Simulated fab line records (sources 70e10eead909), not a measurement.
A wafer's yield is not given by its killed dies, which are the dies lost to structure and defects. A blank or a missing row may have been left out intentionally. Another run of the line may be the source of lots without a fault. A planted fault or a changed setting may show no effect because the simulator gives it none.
The tool behind it: which one?	flow nandHarc	72 wafers from 24 lots sampled at 6 of the route's 1159 steps

WHAT EACH GAUGE READ, for each wafer
The record lacks any reading of a measuring or inspecting step that a usual standard deviation could be used to judge.

WHAT TOOL EACH LOT RAN ON (gives the tool, then ch and the chambers of the sampled wafers, and finally the start)
lot	NHARC_A_STAIRCASE_ETCH_236	NHARC_A_STAIRCASE_STRIP_238	NHARC_A_STAIRCASE_HM_OPEN_463	NHARC_A_STAIRCASE_STRIP_316	NHARC_A_STAIRCASE_STRIP_476	NHARC_A_STAIRCASE_DEP_325
L076	rieDiel-03 ch 1,2,3, day 11 20:06 or earlier	plasmaAsher-01 ch 0,1, day 11 20:06	rieDiel-03 ch 0,1,2, day 12 13:57 or earlier	rieDiel-03 ch 0,2,3, day 12 13:57 or earlier	rieDiel-03 ch 0,1,2, day 12 13:57	pecvd-02 ch 0,2, day 13 16:04
L074	rieDiel-03 ch 0,1,3, day 11 20:23 or earlier	plasmaAsher-01 ch 0,1, day 11 20:23	rieDiel-02 ch 0,1,2, day 12 13:30 or earlier	rieDiel-02 ch 0,1,2, day 12 13:30 or earlier	rieDiel-02 ch 1,2,3, day 12 13:30	pecvd-04 ch 0,1,2, day 13 15:44
L077	rieDiel-11 ch 1,2,3, day 11 23:01 or earlier	plasmaAsher-01 ch 0,1, day 11 23:01	rieDiel-02 ch 0,1,2, day 12 14:27 or earlier	rieDiel-02 ch 0,1,3, day 12 14:27 or earlier	rieDiel-11 ch 0,1,2, day 12 14:27	pecvd-01 ch 1,2, day 13 16:10
L078	rieDiel-02 ch 0,3, day 11 23:23 or earlier	plasmaAsher-01 ch 0,1, day 11 23:23	rieDiel-11 ch 1,2, day 12 14:52 or earlier	rieDiel-11 ch 0,1,3, day 12 14:52 or earlier	rieDiel-03 ch 1,3, day 12 14:52	pecvd-04 ch 0,2, day 13 16:24
L075	rieDiel-03 ch 1,2,3, day 12 02:22 or earlier	plasmaAsher-01 ch 0, day 12 02:22	rieDiel-02 ch 0,2,3, day 12 17:22 or earlier	rieDiel-02 ch 0,3, day 12 17:22 or earlier	rieDiel-11 ch 0,1, day 12 17:22	pecvd-01 ch 1,2, day 13 21:06
L079	rieDiel-11 ch 1,3, day 12 07:46 or earlier	plasmaAsher-02 ch 0,1, day 12 07:46	rieDiel-03 ch 0,2, day 12 22:01 or earlier	rieDiel-03 ch 1,2,3, day 12 22:01 or earlier	rieDiel-11 ch 0,3, day 12 22:01	pecvd-04 ch 1,2, day 14 01:21
L080	rieDiel-02 ch 0,2,3, day 12 14:46 or earlier	plasmaAsher-02 ch 0,1, day 12 14:46	rieDiel-03 ch 0,3, day 13 06:53 or earlier	rieDiel-03 ch 2,3, day 13 06:53 or earlier	rieDiel-11 ch 1,2,3, day 13 06:53	pecvd-01 ch 0,1, day 14 10:59
L081	rieDiel-11 ch 0,1,3, day 13 03:40 or earlier	plasmaAsher-01 ch 0,1, day 13 03:40	rieDiel-02 ch 1,2,3, day 13 19:06 or earlier	rieDiel-02 ch 0,1,3, day 13 19:06 or earlier	rieDiel-03 ch 0,1,3, day 13 19:06	pecvd-01 ch 0,1, day 15 00:57
L083	rieDiel-02 ch 1,3, day 13 13:50 or earlier	plasmaAsher-01 ch 1, day 13 13:50	rieDiel-11 ch 1,2,3, day 14 06:22 or earlier	rieDiel-11 ch 0,2,3, day 14 06:22 or earlier	rieDiel-11 ch 1,2, day 14 06:22	pecvd-02 ch 1,2, day 15 11:46
L082	rieDiel-11 ch 0,3, day 13 14:49 or earlier	plasmaAsher-01 ch 0,1, day 13 14:49	rieDiel-11 ch 0,1, day 14 07:51 or earlier	rieDiel-11 ch 0,1,3, day 14 07:51 or earlier	rieDiel-03 ch 2,3, day 14 07:51	pecvd-04 ch 0,1,2, day 15 11:44
L087	rieDiel-11 ch 0,2,3, day 14 17:07 or earlier	plasmaAsher-02 ch 0, day 14 17:07	rieDiel-11 ch 0,1,3, day 15 10:32 or earlier	rieDiel-11 ch 0,2, day 15 10:32 or earlier	rieDiel-02 ch 1,2,3, day 15 10:32	pecvd-02 ch 0,1,2, day 16 14:50
L084	rieDiel-03 ch 1,2,3, day 14 17:30 or earlier	plasmaAsher-01 ch 0,1, day 14 17:30	rieDiel-11 ch 0,1,3, day 15 12:49 or earlier	rieDiel-11 ch 1,2,3, day 15 12:49 or earlier	rieDiel-03 ch 0,2,3, day 15 12:49	pecvd-01 ch 0,1,2, day 16 14:53
L085	rieDiel-11 ch 0,1,2, day 14 21:17 or earlier	plasmaAsher-02 ch 0,1, day 14 21:17	rieDiel-02 ch 0,1,2, day 15 13:50 or earlier	rieDiel-02 ch 0,1,2, day 15 13:50 or earlier	rieDiel-11 ch 0,1, day 15 13:50	pecvd-04 ch 1,2, day 16 14:53
L086	rieDiel-11 ch 0,2,3, day 14 21:46 or earlier	plasmaAsher-01 ch 0,1, day 14 21:46	rieDiel-03 ch 0,2,3, day 15 17:40 or earlier	rieDiel-03 ch 0,1,2, day 15 17:40 or earlier	rieDiel-03 ch 1,2,3, day 15 17:40	pecvd-01 ch 0,1,2, day 17 02:18
L090	rieDiel-03 ch 1,2,3, day 15 05:44 or earlier	plasmaAsher-02 ch 0,1, day 15 05:44	rieDiel-11 ch 0,2,3, day 16 00:53 or earlier	rieDiel-11 ch 2,3, day 16 00:53 or earlier	rieDiel-11 ch 0,1,2, day 16 00:53	pecvd-02 ch 0,1, day 17 02:29
L089	rieDiel-02 ch 0,1,3, day 15 07:05 or earlier	plasmaAsher-01 ch 0,1, day 15 07:05	rieDiel-11 ch 0,1,3, day 16 01:48 or earlier	rieDiel-11 ch 0,1,3, day 16 01:48 or earlier	rieDiel-11 ch 1,3, day 16 01:48	pecvd-02 ch 0,2, day 17 03:03
L088	rieDiel-02 ch 0,1,3, day 15 08:52 or earlier	plasmaAsher-02 ch 0,1, day 15 08:52	rieDiel-02 ch 0,2,3, day 16 05:13 or earlier	rieDiel-02 ch 0,2,3, day 16 05:13 or earlier	rieDiel-03 ch 0,2,3, day 16 05:13	pecvd-02 ch 0,1,2, day 17 08:02
L091	rieDiel-11 ch 0,2,3, day 15 09:00 or earlier	plasmaAsher-01 ch 0,1, day 15 09:00	rieDiel-03 ch 1,2,3, day 16 04:25 or earlier	rieDiel-03 ch 0,1,2, day 16 04:25 or earlier	rieDiel-11 ch 2,3, day 16 04:25	pecvd-01 ch 0,1, day 17 07:53
L092	rieDiel-11 ch 2,3, day 15 20:40 or earlier	plasmaAsher-01 ch 0,1, day 15 20:40	rieDiel-03 ch 0,1,2, day 16 13:21 or earlier	rieDiel-03 ch 0,1, day 16 13:21 or earlier	rieDiel-03 ch 2,3, day 16 13:21	pecvd-01 ch 1,2, day 17 18:27
L093	rieDiel-11 ch 0,2,3, day 15 23:56 or earlier	plasmaAsher-02 ch 0,1, day 15 23:56	rieDiel-02 ch 0,2,3, day 16 14:23 or earlier	rieDiel-02 ch 0,3, day 16 14:23 or earlier	rieDiel-02 ch 1,2, day 16 14:23	pecvd-02 ch 1,2, day 17 18:22
L094	rieDiel-11 ch 0,2,3, day 16 02:22 or earlier	plasmaAsher-01 ch 0,1, day 16 02:22	rieDiel-03 ch 1,2,3, day 16 17:49 or earlier	rieDiel-03 ch 0,2,3, day 16 17:49 or earlier	rieDiel-03 ch 0,2,3, day 16 17:49	pecvd-04 ch 1,2, day 17 18:35
L095	rieDiel-02 ch 0,1,3, day 16 10:13 or earlier	plasmaAsher-02 ch 0,1, day 16 10:13	rieDiel-11 ch 1,2, day 17 03:22 or earlier	rieDiel-11 ch 0,1,2, day 17 03:22 or earlier	rieDiel-11 ch 0,1, day 17 03:22	pecvd-04 ch 1,2, day 18 05:47
L097	rieDiel-02 ch 1,2,3, day 16 17:41 or earlier	plasmaAsher-02 ch 0, day 16 17:41	rieDiel-02 ch 0,2, day 17 11:07 or earlier	rieDiel-02 ch 0,1,3, day 17 11:07 or earlier	rieDiel-02 ch 0,1,3, day 17 11:07	pecvd-02 ch 0,1,2, day 18 15:59
L096	rieDiel-11 ch 1,2,3, day 16 20:59 or earlier	plasmaAsher-02 ch 0,1, day 16 20:59	rieDiel-11 ch 0,2,3, day 17 13:44 or earlier	rieDiel-11 ch 0,2,3, day 17 13:44 or earlier	rieDiel-11 ch 0,3, day 17 13:44	pecvd-04 ch 0,1, day 18 15:51
- NHARC_A_STAIRCASE_ETCH_236: etches the open film in C4F8/O2, target depth 100 nm, time 40.5 s.
- NHARC_A_STAIRCASE_STRIP_238: strips in O2.
- NHARC_A_STAIRCASE_HM_OPEN_463: chemistry O2/COS.
- NHARC_A_STAIRCASE_STRIP_316: strips in O2.
- NHARC_A_STAIRCASE_STRIP_476: strips in O2, time 20 s.
- NHARC_A_STAIRCASE_DEP_325: deposits SiO2, target thk 3800 nm.

AS READ BY THE TOOLS THEMSELVES (means over the sampled wafers that have a number; for cases with no such wafer, the mark the record gives instead)
NHARC_A_STAIRCASE_ETCH_236.
lot	tool	oesProductAu (a.u.)	rfVppV (V)
L076	rieDiel-03	0.935	895
L074	rieDiel-03	0.937	894
L077	rieDiel-11	0.946	894
L078	rieDiel-02	0.949	902
L075	rieDiel-03	0.939	894
L079	rieDiel-11	0.941	895
L080	rieDiel-02	0.918	896
L081	rieDiel-11	0.941	893
L083	rieDiel-02	0.945	897
L082	rieDiel-11	0.944	892
L087	rieDiel-11	0.957	892
L084	rieDiel-03	0.938	893
L085	rieDiel-11	0.930	893
L086	rieDiel-11	0.956	892
L090	rieDiel-03	0.941	894
L089	rieDiel-02	0.939	896
L088	rieDiel-02	0.948	896
L091	rieDiel-11	0.933	892
L092	rieDiel-11	0.955	892
L093	rieDiel-11	0.953	891
L094	rieDiel-11	0.949	891
L095	rieDiel-02	0.929	897
L097	rieDiel-02	0.944	899
L096	rieDiel-11	0.950	895

NHARC_A_STAIRCASE_STRIP_238.
lot	tool	drypumpMotorCurrentA (A)	heaterPowerW (W)
L076	plasmaAsher-01	5.5	325
L074	plasmaAsher-01	5.5	325
L077	plasmaAsher-01	5.5	319
L078	plasmaAsher-01	5.9	338
L075	plasmaAsher-01	5.1	309
L079	plasmaAsher-02	5.5	358
L080	plasmaAsher-02	6.0	361
L081	plasmaAsher-01	5.5	332
L083	plasmaAsher-01	6.2	369
L082	plasmaAsher-01	5.5	334
L087	plasmaAsher-02	6.4	355
L084	plasmaAsher-01	5.9	356
L085	plasmaAsher-02	6.0	353
L086	plasmaAsher-01	5.5	337
L090	plasmaAsher-02	6.0	354
L089	plasmaAsher-01	5.9	352
L088	plasmaAsher-02	5.6	351
L091	plasmaAsher-01	5.5	334
L092	plasmaAsher-01	5.5	332
L093	plasmaAsher-02	5.5	352
L094	plasmaAsher-01	5.9	350
L095	plasmaAsher-02	5.5	368
L097	plasmaAsher-02	6.4	363
L096	plasmaAsher-02	5.5	372

NHARC_A_STAIRCASE_HM_OPEN_463.
lot	tool	drypumpMotorCurrentA (A)	oesProductAu (a.u.)	rfVppV (V)	showerheadPlenumPTorr (Torr)	throttleValvePct (%)
L076	rieDiel-03	5.6	0.992	467	3.13	28.321
L074	rieDiel-02	5.8	0.992	464	3.02	28.334
L077	rieDiel-02	5.7	0.990	465	3.02	28.338
L078	rieDiel-11	6.2	1.004	466	3.08	28.331
L075	rieDiel-02	6.2	0.992	467	3.14	28.336
L079	rieDiel-03	5.7	1.000	468	3.17	28.336
L080	rieDiel-03	5.4	0.977	466	3.05	28.336
L081	rieDiel-02	6.2	1.001	464	3.03	28.328
L083	rieDiel-11	6.1	1.005	466	3.10	28.335
L082	rieDiel-11	5.8	1.001	466	3.13	28.327
L087	rieDiel-11	5.9	1.000	465	3.07	28.331
L084	rieDiel-11	5.9	1.000	466	3.07	28.330
L085	rieDiel-02	5.7	0.997	467	3.17	28.333
L086	rieDiel-03	5.6	1.000	467	3.11	28.330
L090	rieDiel-11	6.2	1.015	465	3.01	28.327
L089	rieDiel-11	5.9	1.010	467	3.07	28.327
L088	rieDiel-02	6.2	0.995	471	3.29	28.335
L091	rieDiel-03	5.4	0.991	466	3.06	28.322
L092	rieDiel-03	5.5	0.994	467	3.11	28.324
L093	rieDiel-02	6.2	1.001	470	3.29	28.337
L094	rieDiel-03	5.4	0.999	466	3.06	28.337
L095	rieDiel-11	5.9	0.994	467	3.13	28.334
L097	rieDiel-02	5.8	0.998	470	3.27	28.341
L096	rieDiel-11	6.2	1.000	464	3.00	28.335

NHARC_A_STAIRCASE_STRIP_316.
lot	tool	drypumpMotorCurrentA (A)	oesProductAu (a.u.)	rfVppV (V)	showerheadPlenumPTorr (Torr)	throttleValvePct (%)
L076	rieDiel-03	5.5	0.992	58.4	3.53	17.041
L074	rieDiel-02	5.8	0.997	57.3	3.41	17.041
L077	rieDiel-02	5.8	0.991	58.1	3.56	17.038
L078	rieDiel-11	5.9	0.999	58.1	3.48	17.030
L075	rieDiel-02	5.8	0.985	58.2	3.68	17.043
L079	rieDiel-03	5.4	0.991	58.2	3.48	17.035
L080	rieDiel-03	5.6	1.000	58.3	3.56	17.029
L081	rieDiel-02	5.8	0.991	57.1	3.55	17.038
L083	rieDiel-11	6.2	1.011	57.7	3.41	17.041
L082	rieDiel-11	5.9	1.006	57.4	3.48	17.031
L087	rieDiel-11	6.2	1.008	57.7	3.37	17.047
L084	rieDiel-11	6.0	1.002	57.9	3.49	17.034
L085	rieDiel-02	5.7	1.001	57.0	3.58	17.035
L086	rieDiel-03	5.6	0.995	57.1	3.52	17.039
L090	rieDiel-11	6.2	1.006	59.2	3.43	17.037
L089	rieDiel-11	5.9	0.996	58.3	3.47	17.028
L088	rieDiel-02	6.2	0.999	57.8	3.71	17.039
L091	rieDiel-03	5.6	0.991	57.6	3.52	17.038
L092	rieDiel-03	5.4	0.986	57.7	3.43	17.040
L093	rieDiel-02	6.3	0.994	57.9	3.68	17.047
L094	rieDiel-03	5.6	0.996	57.5	3.51	17.034
L095	rieDiel-11	6.0	1.000	57.7	3.45	17.040
L097	rieDiel-02	5.8	1.010	58.8	3.54	17.036
L096	rieDiel-11	6.2	0.997	57.0	3.39	17.041

NHARC_A_STAIRCASE_STRIP_476.
lot	tool	drypumpMotorCurrentA (A)	oesProductAu (a.u.)	rfVppV (V)	showerheadPlenumPTorr (Torr)	throttleValvePct (%)
L076	rieDiel-03	5.6	0.991	58.6	3.53	17.033
L074	rieDiel-02	6.2	0.989	57.0	3.43	17.031
L077	rieDiel-11	6.1	1.005	58.1	3.47	17.037
L078	rieDiel-03	5.3	0.992	57.9	3.40	17.042
L075	rieDiel-11	5.8	1.006	57.5	3.54	17.039
L079	rieDiel-11	6.1	1.000	57.7	3.39	17.033
L080	rieDiel-11	6.1	1.007	58.3	3.50	17.042
L081	rieDiel-03	5.4	0.984	57.3	3.45	17.031
L083	rieDiel-11	6.2	0.995	57.0	3.48	17.041
L082	rieDiel-03	5.6	1.005	57.9	3.55	17.038
L087	rieDiel-02	6.2	1.007	58.1	3.60	17.044
L084	rieDiel-03	5.6	0.991	57.7	3.52	17.039
L085	rieDiel-11	5.8	0.992	58.6	3.52	17.034
L086	rieDiel-03	5.4	0.992	56.9	3.46	17.041
L090	rieDiel-11	6.1	1.004	57.8	3.45	17.035
L089	rieDiel-11	5.9	0.997	57.0	3.50	17.028
L088	rieDiel-03	5.6	0.982	57.3	3.52	17.036
L091	rieDiel-11	6.1	1.013	57.9	3.43	17.023
L092	rieDiel-03	5.6	0.999	57.9	3.54	17.028
L093	rieDiel-02	5.7	1.003	58.0	3.46	17.031
L094	rieDiel-03	5.6	0.992	58.0	3.51	17.033
L095	rieDiel-11	5.8	0.993	57.4	3.52	17.038
L097	rieDiel-02	5.8	1.010	57.6	3.54	17.026
L096	rieDiel-11	6.1	0.994	57.8	3.37	17.042

NHARC_A_STAIRCASE_DEP_325.
lot	tool	heaterPowerW (W)
L076	pecvd-02	733
L074	pecvd-04	719
L077	pecvd-01	517
L078	pecvd-04	639
L075	pecvd-01	506
L079	pecvd-04	656
L080	pecvd-01	682
L081	pecvd-01	641
L083	pecvd-02	571
L082	pecvd-04	692
L087	pecvd-02	652
L084	pecvd-01	594
L085	pecvd-04	641
L086	pecvd-01	581
L090	pecvd-02	621
L089	pecvd-02	647
L088	pecvd-02	681
L091	pecvd-01	662
L092	pecvd-01	522
L093	pecvd-02	615
L094	pecvd-04	745
L095	pecvd-04	741
L097	pecvd-02	677
L096	pecvd-04	824

THE ANSWER, worked out from the rows above alone
Rule: the usual values come from the lots themselves. Put in order of their means at a reading, lots are off if they are a third of the lots or fewer, leave a main group of 4 or more, and stand apart from it by a gap of 3 or more times the standard deviation of the main group's means; of several such gaps the widest counts. The tables above print the reading to a certain number of digits; a main group whose means all agree to those digits is not used. Also off: a lot with no number at a reading for which 4 or more lots have one. Any other lot the step has rows for is counted as sound. After the gauges, taken in route order, come the tools' own readings; for these a lot's mean is taken, as printed above. At the first step where some lot is off, the reading lying furthest off is the one used; lots without a number count as furthest.
Nothing can be told from this: no lot is off at any reading shown.

WHAT WAS PUT IN BY THE SIMULATOR
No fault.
